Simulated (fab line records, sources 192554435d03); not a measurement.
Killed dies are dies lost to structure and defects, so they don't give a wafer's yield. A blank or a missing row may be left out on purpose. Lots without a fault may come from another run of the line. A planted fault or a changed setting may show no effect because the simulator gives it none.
Chamber matching | flow n5_finfet | N5_BEOL_M0_SAQP_ALD_48 on ald_sin-02: 4 sister chambers
The step deposits SiO2, target thk 20 nm, pulse time 1 s, co reactant pulse time 1 s. 14 wafers are shown with their chamber, then 6 later ones without.

WAFERS WITH THEIR CHAMBER
wafer  | chamber | heater_power_w (W) | precursor_pulse_height_rel
L747.2 | 0       | 73                 | 1.023
L747.5 | 3       | 83                 | 0.969
L750.2 | 0       | 74                 | 0.981
L750.4 | 2       | 79                 | 1.009
L750.6 | 1       | 75                 | 0.985
L751.3 | 2       | 79                 | 0.970
L751.4 | 0       | 73                 | 0.990
L751.6 | 2       | 79                 | 1.014
L757.2 | 1       | 73                 | 1.011
L757.4 | 3       | 83                 | 0.974
L757.6 | 2       | 77                 | 1.010
L758.1 | 3       | 79                 | 0.999
L758.2 | 2       | 80                 | 1.000
L758.6 | 0       | 74                 | 0.965

SIGNATURES (means of the wafers above)
reading                    | chamber 0 | chamber 1 | chamber 2 | chamber 3 | scatter within a chamber
heater_power_w             | 73.50     | 74.00     | 78.80     | 81.67     | 1.36
precursor_pulse_height_rel | 0.98975   | 0.99800   | 1.00060   | 0.98067   | 0.0198
Rule: a wafer's distance from a chamber is the root of the sum, over the readings, of the square of ((its reading less the chamber's mean) divided by the reading's scatter). The wafer belongs to the nearest chamber; if the next one is less than 2 further off, it can't be placed. The scatter: the root of (the sum of the squares of (reading less its chamber's mean) over the shown wafers, divided by (wafers less chambers)).

WAFERS WITHOUT THEIR CHAMBER
wafer  | heater_power_w (W) | precursor_pulse_height_rel
L769.1 | 78                 | 0.995
L769.3 | 71                 | 1.023
L769.4 | 74                 | 1.011
L770.2 | 74                 | 1.010
L770.4 | 74                 | 1.025
L770.5 | 78                 | 0.987

WHICH CHAMBER EACH WENT THROUGH
wafer  | from the rows above     | in truth
L769.1 | 2                       | 2
L769.3 | can't be placed: 0 or 1 | 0
L769.4 | can't be placed: 1 or 0 | 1
L770.2 | can't be placed: 1 or 0 | 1
L770.4 | can't be placed: 1 or 0 | 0
L770.5 | can't be placed: 2 or 3 | 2
Placed correctly: 1 of 6. Can't be placed from these rows: 5 (the true chamber is among the candidates in 5). Placed wrongly: 0.
